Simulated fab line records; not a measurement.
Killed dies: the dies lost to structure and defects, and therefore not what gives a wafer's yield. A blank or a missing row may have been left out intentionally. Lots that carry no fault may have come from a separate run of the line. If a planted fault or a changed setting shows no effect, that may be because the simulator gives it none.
Split-lot experiment | flow n5_finfet | 7 lots, 21 wafers read, on a route of 1938 steps

THE SPLIT
At N5_BEOL_M12_EXPOSE_07 (exposes mask V11), the setting dose_mj was moved away from the recipe's 32.5 on 6 of the 21 wafers read, by -5.1% to +4.2%. All remaining wafers had this setting at the recipe value.

FROM THE SPLIT TO THE READING: what the file shows between them, 3 steps
- N5_BEOL_M12_PEB_08: peb time 90 s
- N5_BEOL_M12_DEVELOP_09: develop time 45 s
- N5_BEOL_M12_HARDBAKE_14: time 120 s

THE READING
cd_nm at N5_BEOL_M12_CD_MEAS_10, given in nm (cd target 140 nm). Fault-free wafers of this fab line usually give 140.2 nm, standard deviation 1.8 nm.

wafer  | tool, chamber at the split | dose_mj as run | against the recipe | cd_nm, nm | against lot-mates on the recipe
L077.1 | krf_scanner-01, 0          | 30.84          | -5.1%              | 135.6     | -5.6
L077.2 | krf_scanner-01, 0          | 32.5           | recipe             | 140.6     | -
L077.5 | krf_scanner-01, 0          | 32.5           | recipe             | 141.8     | -
L078.1 | krf_scanner-01, 0          | 31.66          | -2.6%              | 136.5     | -5.2
L078.4 | krf_scanner-01, 0          | 32.5           | recipe             | 141.7     | -
L078.6 | krf_scanner-01, 0          | 31.66          | -2.6%              | 136.6     | -5.1
L086.2 | krf_scanner-02, 0          | 32.5           | recipe             | 139.8     | -
L086.4 | krf_scanner-02, 0          | 32.5           | recipe             | 138.9     | -
L086.5 | krf_scanner-02, 0          | 32.5           | recipe             | 141.3     | -
L087.2 | krf_scanner-02, 0          | 32.5           | recipe             | 136.9     | -
L087.3 | krf_scanner-02, 0          | 33.87          | +4.2%              | 146.2     | +8.4
L087.5 | krf_scanner-02, 0          | 32.5           | recipe             | 138.6     | -
L093.1 | krf_scanner-01, 0          | 32.5           | recipe             | 141.4     | -
L093.2 | krf_scanner-01, 0          | 32.5           | recipe             | 143.0     | -
L093.6 | krf_scanner-01, 0          | 32.5           | recipe             | 140.7     | -
L094.3 | krf_scanner-01, 0          | 32.5           | recipe             | 138.9     | -
L094.4 | krf_scanner-01, 0          | 32.5           | recipe             | 139.6     | -
L094.5 | krf_scanner-01, 0          | 32.5           | recipe             | 139.5     | -
L097.3 | krf_scanner-01, 0          | 31.58          | -2.8%              | 135.2     | -1.9
L097.4 | krf_scanner-01, 0          | 31.58          | -2.8%              | 136.9     | -0.2
L097.6 | krf_scanner-01, 0          | 32.5           | recipe             | 137.1     | -

THE FIT
A straight line over all 21 wafers: cd_nm changes by +1.22 nm for each +1% of dose_mj; r = +0.82; the points scatter about the line by 1.6 nm.
The same after taking each lot's own level away (the mean of its wafers on the recipe; 21 wafers): +1.37 nm for each +1%; r = +0.88; scatter 1.4 nm.
The reading moves by 7 nm for the largest change in dose_mj, on that fit.
The lots' own levels span 137.10 to 141.70 nm, that is 2.6 times the standard deviation above.
In other words, the slope is changed by the lot-to-lot level; the two fits disagree.
Check: with one of the wafers moved furthest among these (-5.1%) left out of the fit, the line predicts -7.3 nm for it against its lot-mates. It came out at -5.6 nm against them.

FILE'S OWN FIT
cd_nm changes by +1.38 nm for each +1% of dose_mj, r = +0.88.
